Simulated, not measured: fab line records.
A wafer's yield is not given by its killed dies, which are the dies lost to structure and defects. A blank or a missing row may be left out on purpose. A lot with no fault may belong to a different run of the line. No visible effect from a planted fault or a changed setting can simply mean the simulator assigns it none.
Comparing a struck lot with a sound one :: flow n5Finfet :: 16 out of 1938 route steps
Sound: the wafers L793.2, L793.3, L793.6. Struck: wafer L801.2. (L801.3, L801.6 of the same lot were not struck and are left out.) The cause comes at the end.
Order at every step that has rows: each side's tool, ch and its chambers, its first start. Under that, the readings that differ: sound wafers :: struck wafers :: difference of the means :: sigmas: that difference in standard deviations of wafers without a fault.
alike: readings whose means differ by less than 2 such deviations, and words and numbers that are the same on both sides. not compared: withheld readings, readings that some wafer has no value for, bounds like >300 that may hide the same value, and numbers for which the record gives no deviation and whose values overlap.
The two part at a step that has a row with sigmas, a row that says differs or no value, or rows on one side only. When numbers do not overlap yet have no deviation, they are printed without sigmas and do not part them. A reading that every wafer of one side lacks parts them only if that side has two wafers or more.

first, 7 steps without rows for these wafers: N5_HKMG_FIN_COAT_30 (time 60 s, resist thk 35 nm); N5_HKMG_FIN_COAT_06 (resist thk 90 nm); N5_HKMG_FIN_EBR_08; N5_HKMG_FIN_SOFTBAKE_07 (time 60 s); N5_HKMG_FIN_EXPOSE_09 (exposes mask NWFM); N5_HKMG_FIN_PEB_10 (peb time 60 s); N5_HKMG_FIN_DEVELOP_11 (develop time 30 s).
N5_HKMG_FIN_CD_MEAS_12 targets a cd of 92.8 nm.
  sound on cdSem-02 ch 0, day 6 08:58; struck on cdSem-02 ch 0, day 8 09:05
  alike: cdNm
N5_HKMG_FIN_OVL_MEAS_13:
  sound on overlay-02 ch 0, day 6 08:59; struck on overlay-02 ch 0, day 8 09:07
  alike: NWFM_OVL
N5_HKMG_FIN_INSPECT_14: inspects for defects (macro).
  sound on defectInspect-02 at day 6 09:01; struck on defectInspect-01 at day 8 09:08
  alike: rawDefectCount
N5_HKMG_FIN_DESCUM_17: chemistry O2, time 7.9 s.
  sound on rieDiel-06 ch 0,3, day 6 09:03; struck on rieDiel-06 ch 2, day 8 09:10
reading: rfFwdPowerW (W)
sound: 49.17 49.13 49.15
struck: 49.72
difference: +0.57
sigmas: +3
  alike: chamberPressureMTorr, drypumpMotorCurrentA, oesProductAu, rfVppV, showerheadPlenumPTorr, tempC, throttleValvePct
  not compared: rfHoursCounterH
N5_HKMG_FIN_ETCH_31: etches SiARC in CF4, target depth 45.5 nm, time 75.8 s.
  sound on rieDiel-06 ch 0,3, day 6 09:05; struck on rieDiel-06 ch 2, day 8 09:13
  alike: biasW, chamberPressureMTorr, drypumpMotorCurrentA, etchRfOnTimeS, mfcArSccm, oesProductAu, rfFwdPowerW, rfVppV, showerheadPlenumPTorr, throttleValvePct
  not compared: rfHoursCounterH
N5_HKMG_FIN_ETCH_32: etches SOC in N2/H2, target depth 240 nm, time 300 s.
  sound on rieDiel-06 ch 0,3, day 6 09:08; struck on rieDiel-06 ch 2, day 8 09:16
reading: h2FlowSccm (sccm)
sound: 199.7 200.3 200.1
struck: 179.9
difference: -20.1
sigmas: -32

reading: throttleValvePct (%)
sound: 18.13 18.02 18.12
struck: 17.25
difference: -0.84
sigmas: -3
  alike: biasW, chamberPressureMTorr, drypumpMotorCurrentA, oesProductAu, rfFwdPowerW, rfVppV, showerheadPlenumPTorr, tempC
  not compared: rfHoursCounterH
then, 1 step without rows for these wafers: N5_HKMG_FIN_STRIP_33 (strips in N2/H2).
-- a jump in the record: the struck wafers' starts before and after are 4 days apart (it breaks off in module HKMG_FIN and resumes in module BEOL_M4, where the first step shown is number 1111 of the route) --
N5_BEOL_M4_RC_MEAS_101:
  sound on prober-01 ch 0, day 10 06:16; struck on prober-01 ch 0, day 12 10:02
reading: DIBL_N (mV/V)
sound: 36.0 36.9 35.4
struck: 31.0
difference: -5.1
sigmas: -3

reading: DIBL_P (mV/V)
sound: 38.8 39.7 37.6
struck: 31.9
difference: -6.8
sigmas: -3

reading: SS_N (mV/dec)
sound: 71.1 71.6 72.1
struck: 70.2
difference: -1.4
sigmas: -2

reading: SS_P (mV/dec)
sound: 73.5 74.5 73.8
struck: 71.4
difference: -2.5
sigmas: -3
  alike: IOFF_N, IOFF_P, ION_N, ION_P, VT_N, VT_P
-- here the record skips 5 days between the struck wafers' starts before and after, leaving off in module BEOL_M4 and picking up in module PASSIVATION (first step shown: number 1936 of the route) --
N5_PASSIVATION_PROBE_49:
  only the struck wafers here have rows in the record (prober-02, day 17 01:21); the sound ones have none

== WHERE THEY PART ==
First at N5_HKMG_FIN_DESCUM_17; last, within this record, at N5_PASSIVATION_PROBE_49.

WHY: what had been put in by the simulator
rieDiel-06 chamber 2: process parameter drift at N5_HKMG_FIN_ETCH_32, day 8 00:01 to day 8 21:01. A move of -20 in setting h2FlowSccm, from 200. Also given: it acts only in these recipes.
